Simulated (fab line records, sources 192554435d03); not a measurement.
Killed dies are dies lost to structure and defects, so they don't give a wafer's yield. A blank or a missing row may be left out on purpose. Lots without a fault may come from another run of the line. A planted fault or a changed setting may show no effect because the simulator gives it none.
Chamber matching | flow n5_finfet | N5_BEOL_M3_ILD_DEP_00 on pecvd-01: 3 sister chambers
The step deposits SiOC from DEMS/O2, target thk 79 nm, time 15.3 s. 6 wafers are shown with their chamber, then 11 later ones without.

WAFERS WITH THEIR CHAMBER
wafer  | chamber | throttle_valve_pct (%) | heater_power_w (W)
L086.1 | 1       | 13.4                   | 571
L086.5 | 1       | 13.5                   | 564
L087.1 | 0       | 12.1                   | 464
L087.5 | 2       | 11.5                   | 537
L087.6 | 0       | 12.0                   | 462
L090.2 | 2       | 11.1                   | 503

WAFERS WITHOUT THEIR CHAMBER
wafer  | throttle_valve_pct (%) | heater_power_w (W)
L090.3 | 13.5                   | 539
L090.5 | 11.8                   | 440
L089.1 | 13.7                   | 597
L089.4 | 11.1                   | 456
L089.5 | 12.1                   | 438
L091.2 | 11.4                   | 532
L091.3 | 13.6                   | 577
L091.6 | 11.2                   | 538
L092.1 | 11.0                   | 482
L092.2 | 13.7                   | 535
L092.3 | 11.8                   | 441

WHICH CHAMBER EACH WENT THROUGH
wafer  | from the rows above     | in truth
L090.3 | 1                       | 1
L090.5 | 0                       | 0
L089.1 | 1                       | 1
L089.4 | can't be placed: 2 or 0 | 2
L089.5 | 0                       | 0
L091.2 | 2                       | 2
L091.3 | 1                       | 1
L091.6 | 2                       | 2
L092.1 | 2                       | 2
L092.2 | 1                       | 1
L092.3 | 0                       | 0
Placed correctly: 10 of 11. Can't be placed from these rows: 1 (the true chamber is among the candidates in 1). Placed wrongly: 0.
How it was worked out, from the rows above alone: a wafer's distance from a chamber is the root of the sum, over the readings, of the square of ((its reading less the chamber's mean) divided by the reading's scatter). The wafer belongs to the nearest chamber; if the next one is less than 2 further off, it can't be placed. A chamber's mean is the mean of its shown wafers. The scatter: the root of (the sum of the squares of (reading less its chamber's mean) over the shown wafers, divided by (wafers less chambers)).
